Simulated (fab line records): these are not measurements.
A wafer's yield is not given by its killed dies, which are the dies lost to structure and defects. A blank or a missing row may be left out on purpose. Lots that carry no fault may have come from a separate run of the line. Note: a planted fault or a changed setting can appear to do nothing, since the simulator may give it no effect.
Split-lot experiment / flow n5_finfet / 7 lots, 21 wafers read, on a route of 1938 steps

SPLIT DETAILS
At N5_WELL_APT_COAT_02 (resist thk 950 nm), the setting spin_rpm was moved away from the recipe's 1357 rpm on 8 of the 21 wafers read, by -7.7% to +7.0%. The other wafers ran this setting at the recipe's value.

The split's own step is where the reading is taken.

THE READING
coat_of_WELL_APT_COAT_02.thk_nm (the simulator's own value, which no gauge read), in nm, at N5_WELL_APT_COAT_02 (resist thk 950 nm). There is no usual value for it anywhere in the file. Average 951.5 nm, standard deviation 2.1 nm, over the 13 wafers here run with the recipe.

wafer=L078.1; tool, chamber at the split=litho_track-03, 0; spin_rpm as run, rpm=1452; against the recipe=+7.0%; coat_of_WELL_APT_COAT_02.thk_nm, nm=917.9; against lot-mates on the recipe=-31.4
wafer=L078.2; tool, chamber at the split=litho_track-03, 0; spin_rpm as run, rpm=1357; against the recipe=recipe; coat_of_WELL_APT_COAT_02.thk_nm, nm=947.8; against lot-mates on the recipe=-
wafer=L078.5; tool, chamber at the split=litho_track-03, 0; spin_rpm as run, rpm=1357; against the recipe=recipe; coat_of_WELL_APT_COAT_02.thk_nm, nm=950.7; against lot-mates on the recipe=-
wafer=L083.1; tool, chamber at the split=litho_track-03, 0; spin_rpm as run, rpm=1357; against the recipe=recipe; coat_of_WELL_APT_COAT_02.thk_nm, nm=951.1; against lot-mates on the recipe=-
wafer=L083.4; tool, chamber at the split=litho_track-03, 0; spin_rpm as run, rpm=1357; against the recipe=recipe; coat_of_WELL_APT_COAT_02.thk_nm, nm=954.5; against lot-mates on the recipe=-
wafer=L083.6; tool, chamber at the split=litho_track-03, 0; spin_rpm as run, rpm=1357; against the recipe=recipe; coat_of_WELL_APT_COAT_02.thk_nm, nm=952.6; against lot-mates on the recipe=-
wafer=L084.1; tool, chamber at the split=litho_track-03, 0; spin_rpm as run, rpm=1357; against the recipe=recipe; coat_of_WELL_APT_COAT_02.thk_nm, nm=952.5; against lot-mates on the recipe=-
wafer=L084.3; tool, chamber at the split=litho_track-03, 0; spin_rpm as run, rpm=1253; against the recipe=-7.7%; coat_of_WELL_APT_COAT_02.thk_nm, nm=991.1; against lot-mates on the recipe=+38.6
wafer=L084.6; tool, chamber at the split=litho_track-03, 0; spin_rpm as run, rpm=1253; against the recipe=-7.7%; coat_of_WELL_APT_COAT_02.thk_nm, nm=987.6; against lot-mates on the recipe=+35.1
wafer=L085.4; tool, chamber at the split=litho_track-03, 0; spin_rpm as run, rpm=1357; against the recipe=recipe; coat_of_WELL_APT_COAT_02.thk_nm, nm=954.2; against lot-mates on the recipe=-
wafer=L085.5; tool, chamber at the split=litho_track-03, 0; spin_rpm as run, rpm=1449; against the recipe=+6.8%; coat_of_WELL_APT_COAT_02.thk_nm, nm=922.1; against lot-mates on the recipe=-31.4
wafer=L085.6; tool, chamber at the split=litho_track-03, 0; spin_rpm as run, rpm=1357; against the recipe=recipe; coat_of_WELL_APT_COAT_02.thk_nm, nm=952.8; against lot-mates on the recipe=-
wafer=L093.1; tool, chamber at the split=litho_track-03, 0; spin_rpm as run, rpm=1406; against the recipe=+3.6%; coat_of_WELL_APT_COAT_02.thk_nm, nm=929.6; against lot-mates on the recipe=no lot-mate on the recipe
wafer=L093.4; tool, chamber at the split=litho_track-03, 0; spin_rpm as run, rpm=1406; against the recipe=+3.6%; coat_of_WELL_APT_COAT_02.thk_nm, nm=931.3; against lot-mates on the recipe=no lot-mate on the recipe
wafer=L093.5; tool, chamber at the split=litho_track-03, 0; spin_rpm as run, rpm=1406; against the recipe=+3.6%; coat_of_WELL_APT_COAT_02.thk_nm, nm=931; against lot-mates on the recipe=no lot-mate on the recipe
wafer=L094.1; tool, chamber at the split=litho_track-03, 0; spin_rpm as run, rpm=1357; against the recipe=recipe; coat_of_WELL_APT_COAT_02.thk_nm, nm=954; against lot-mates on the recipe=-
wafer=L094.2; tool, chamber at the split=litho_track-03, 0; spin_rpm as run, rpm=1357; against the recipe=recipe; coat_of_WELL_APT_COAT_02.thk_nm, nm=949.5; against lot-mates on the recipe=-
wafer=L094.3; tool, chamber at the split=litho_track-03, 0; spin_rpm as run, rpm=1357; against the recipe=recipe; coat_of_WELL_APT_COAT_02.thk_nm, nm=950.8; against lot-mates on the recipe=-
wafer=L097.2; tool, chamber at the split=litho_track-03, 0; spin_rpm as run, rpm=1264; against the recipe=-6.9%; coat_of_WELL_APT_COAT_02.thk_nm, nm=985.5; against lot-mates on the recipe=+36.1
wafer=L097.3; tool, chamber at the split=litho_track-03, 0; spin_rpm as run, rpm=1357; against the recipe=recipe; coat_of_WELL_APT_COAT_02.thk_nm, nm=948.5; against lot-mates on the recipe=-
wafer=L097.4; tool, chamber at the split=litho_track-03, 0; spin_rpm as run, rpm=1357; against the recipe=recipe; coat_of_WELL_APT_COAT_02.thk_nm, nm=950.2; against lot-mates on the recipe=-

FIT RESULTS
A straight line over all 21 wafers: coat_of_WELL_APT_COAT_02.thk_nm changes by -4.94 nm for each +1% of spin_rpm; r = -0.99; the points scatter about the line by 2.4 nm.
The same after taking each lot's own level away (the mean of its wafers on the recipe; 18 wafers): -4.79 nm for each +1%; r = -1.00; scatter 1.7 nm.
According to that fit, moving spin_rpm by its largest amount changes the reading by 37 nm.
Measured against the standard deviation above, the lots' own levels, which go from 949.25 to 953.50 nm, span 2.0 times it.
The two slopes agree, so the slope changes little with the lot-to-lot level.
Check: +36.5 nm against its lot-mates is what the line predicts for one of the wafers moved furthest among these (-7.7%) when that wafer is left out of the fit. Against them it came out at +38.6 nm.

FILE'S OWN FIT
coat_of_WELL_APT_COAT_02.thk_nm changes by -4.79 nm for each +1% of spin_rpm, r = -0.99.
